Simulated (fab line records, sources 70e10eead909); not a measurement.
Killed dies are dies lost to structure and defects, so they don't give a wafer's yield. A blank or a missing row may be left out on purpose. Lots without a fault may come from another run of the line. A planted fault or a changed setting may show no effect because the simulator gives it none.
A struck lot beside a sound one | flow nand_harc | 14 steps out of a route of 1302
Sound: wafers L851.3, L851.4, L851.5. Struck: wafers L864.1, L864.2, L864.6. The cause comes at the end.
At each step with rows: each side's tool, then ch and its chambers, then its first start. Under that, the readings that differ: sound wafers | struck wafers | difference of the means | sigmas: that difference in standard deviations of wafers without a fault.
alike: readings whose means differ by less than 2 such deviations, and words and numbers that are the same on both sides. not compared: withheld readings, readings that some wafer has no value for, bounds like >300 that may hide the same value, and numbers for which the record gives no deviation and whose values overlap.
The two part at a step that has a row with sigmas, a row that says differs or no value, or rows on one side only. Numbers that don't overlap but have no deviation are shown without sigmas and don't part them. A reading that every wafer of one side lacks parts them only if that side has two wafers or more.

NHARC_A_CONTACT_CD_MEAS_69: target cd 300 nm.
  sound on cd_sem-02 ch 0, day 23 16:44; struck on cd_sem-01 ch 0, day 27 22:45
  alike: cd_nm
NHARC_A_CONTACT_OVL_MEAS_70:
  sound on overlay-02, day 23 16:49; struck on overlay-02, day 27 22:50
  reading           | sound          | struck      | difference | sigmas
  overlay_y_nm (nm) | -1.2 -1.6 -1.2 | 1.6 1.5 1.6 | +2.9       | +3
  alike: overlay_x_nm
NHARC_A_CONTACT_INSPECT_71:
  sound on defect_inspect-01, day 23 16:51; struck on defect_inspect-02, day 27 22:53
  alike: raw_defect_count
then, 1 step without rows for these wafers: NHARC_A_CONTACT_DESCUM_74 (chemistry O2, time 3 s).
NHARC_A_CONTACT_ETCH_75: etches the open film in CF4, target depth 39 nm, time 65 s.
  sound on rie_diel-02 ch 2,3, day 23 16:59; struck on rie_diel-02 ch 0,3, day 27 23:03
  alike: bias_w, cf4_flow_sccm, drypump_motor_current_A, oes_product_au, rf_vpp_V, showerhead_plenum_p_Torr, throttle_valve_pct
  not compared: rf_hours_counter_h
NHARC_A_CONTACT_ETCH_76: etches the open film in N2/H2, target depth 260 nm, time 475.3 s.
  sound on rie_diel-02 ch 1,2,3; struck on rie_diel-02 ch 2,3
  alike: bias_w, chamber_pressure_mTorr, drypump_motor_current_A, oes_product_au, rf_vpp_V, showerhead_plenum_p_Torr, throttle_valve_pct
  not compared: rf_hours_counter_h
then, 3 steps without rows for these wafers: NHARC_A_CONTACT_ETCH_77 (etches the open film in CF4/CHF3, target depth 108.9 nm, time 54.5 s); NHARC_A_CONTACT_ETCH_78 (etches the open film in O2/COS, target depth 5300 nm, time 1378 s); NHARC_A_CONTACT_ETCH_124 (etches the open film in C4F8/O2/Ar, time 140 s, target depth 700 nm).
NHARC_A_CONTACT_ETCH_125: etches the open film in C4F8/O2/Ar, time 197 s, target depth 1918 nm.
  sound on har_cap_etch-02 ch 0,1, day 23 18:43; struck on har_cap_etch-03 ch 0,1, day 28 01:00
  alike: chamber_pressure_mTorr, oes_air_line_au
  not compared: rf_hours_counter_h
NHARC_A_CONTACT_ETCH_126: etches the open film in C4F8/O2/Ar, time 197 s, target depth 1918 nm.
  sound on har_cap_etch-02 ch 0,1, day 23 18:53; struck on har_cap_etch-03 ch 0,1, day 28 01:10
  alike: chamber_pressure_mTorr, oes_air_line_au
  not compared: rf_hours_counter_h
NHARC_A_CONTACT_ETCH_127: etches the open film in C4F8/O2/Ar, time 197 s, target depth 1918 nm.
  sound on har_cap_etch-02 ch 0,1, day 23 19:04; struck on har_cap_etch-03 ch 0,1, day 28 01:21
  alike: chamber_pressure_mTorr, oes_air_line_au
  not compared: rf_hours_counter_h
NHARC_A_CONTACT_ETCH_128: etches the open film in C4F8/O2/Ar, time 197 s, target depth 1918 nm.
  sound on har_cap_etch-02 ch 0,1, day 23 19:14; struck on har_cap_etch-03 ch 0,1, day 28 01:32
  no value came back on the struck wafers for chamber_pressure_mTorr (mTorr), oes_air_line_au (a.u.); on the sound wafers chamber_pressure_mTorr (mTorr) reads 20.014 20.000 20.005
  not compared: rf_hours_counter_h
then, 1 step without rows for these wafers: NHARC_A_CONTACT_ETCH_129 (etches the open film in C4F8/O2/Ar, time 197 s, target depth 1918 nm).

WHERE THEY PART
First at NHARC_A_CONTACT_OVL_MEAS_70; last, within this record, at NHARC_A_CONTACT_ETCH_128.

WHY: what the simulator had put in
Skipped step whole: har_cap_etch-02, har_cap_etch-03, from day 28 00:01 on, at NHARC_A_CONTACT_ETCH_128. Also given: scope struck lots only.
